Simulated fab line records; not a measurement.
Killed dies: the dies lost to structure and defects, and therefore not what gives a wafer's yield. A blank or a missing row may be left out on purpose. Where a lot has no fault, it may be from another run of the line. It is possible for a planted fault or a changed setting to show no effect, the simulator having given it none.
Lot-split experiment    flow n5 finfet    21 wafers read from 7 lots, route of 1938 steps

## THE SPLIT
At N5_BEOL_M14_ETCH_68 (etches SOC in N2/H2, time 450 s), the setting time s was moved away from the recipe's 450 s on 8 of the 21 wafers read, by -21.6% to +6.0%. For the rest of the wafers, this setting stayed at what the recipe calls for.

The split's own step is where the reading is taken.

## THE READING
SiARC_of_BEOL_M14_COAT_66.thk nm (the simulator's own value, which no gauge read), in nm, at N5_BEOL_M14_ETCH_68 (etches SOC in N2/H2, time 450 s). The file gives no usual value for it. Across the 13 wafers here that went through the recipe, the average is 65.2 nm and the standard deviation 0.7 nm.

wafer   tool, chamber at the split  time s as run, s  against the recipe  SiARC_of_BEOL_M14_COAT_66.thk nm, nm  against lot-mates on the recipe
L077.1  rie diel-01, 0              412.5             -8.3%               69.6                                  +4.4
L077.3  rie diel-01, 2              450               recipe              64.8                                  -
L077.4  rie diel-01, 3              450               recipe              65.6                                  -
L080.1  rie diel-01, 1              450               recipe              65.4                                  -
L080.3  rie diel-01, 0              352.9             -21.6%              75.8                                  +10.4
L080.4  rie diel-01, 2              352.9             -21.6%              75.4                                  +10.0
L082.1  rie diel-01, 1              450               recipe              64.8                                  -
L082.4  rie diel-01, 2              476.9             +6.0%               62.6                                  -2.2
L082.6  rie diel-01, 0              476.9             +6.0%               63                                    -1.8
L086.2  rie diel-02, 0              450               recipe              65.4                                  -
L086.4  rie diel-02, 2              450               recipe              64                                    -
L086.6  rie diel-02, 3              450               recipe              64.6                                  -
L091.1  rie diel-01, 1              450               recipe              65.8                                  -
L091.2  rie diel-01, 3              450               recipe              65.6                                  -
L091.3  rie diel-01, 0              450               recipe              66.4                                  -
L095.2  rie diel-01, 3              450               recipe              65.4                                  -
L095.3  rie diel-01, 0              476.7             +5.9%               63                                    -2.4
L095.6  rie diel-01, 3              476.7             +5.9%               62.8                                  -2.6
L094.3  rie diel-02, 1              450               recipe              66                                    -
L094.5  rie diel-02, 2              450               recipe              64                                    -
L094.6  rie diel-02, 1              407.7             -9.4%               70.2                                  +5.2

FIT RESULTS
A straight line over all 21 wafers: SiARC_of_BEOL_M14_COAT_66.thk nm changes by -0.473 nm for each +1% of time s; r = -0.99; the points scatter about the line by 0.63 nm.
The same after taking each lot's own level away (the mean of its wafers on the recipe; 21 wafers): -0.465 nm for each +1%; r = -0.99; scatter 0.54 nm.
According to that fit, moving time s by its largest amount changes the reading by 10 nm.
The span of the lots' own levels, 64.67 to 65.93 nm, comes to 1.8 times the standard deviation stated above.
The two slopes agree, so the slope changes little with the lot-to-lot level.
Check: +10.1 nm against its lot-mates is what the line predicts for one of the wafers moved furthest among these (-21.6%) when that wafer is left out of the fit. It came out at +10.4 nm against them.

## THESE WAFERS: OTHER SPLITS
Note: prior to the reading, these wafers also went through further splits. Each is held against what the fit with the lots' levels taken away leaves over:
other split on the same wafers  wafers away from the commonest value  r with SiARC_of_BEOL_M14_COAT_66.thk nm (lot level and that fit taken away)
N5_BEOL_M13_EXPOSE_25 dose mj   6                                     -0.10

## THE FILE'S OWN FIT
SiARC_of_BEOL_M14_COAT_66.thk nm changes by -0.479 nm for each +1% of time s, r = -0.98.
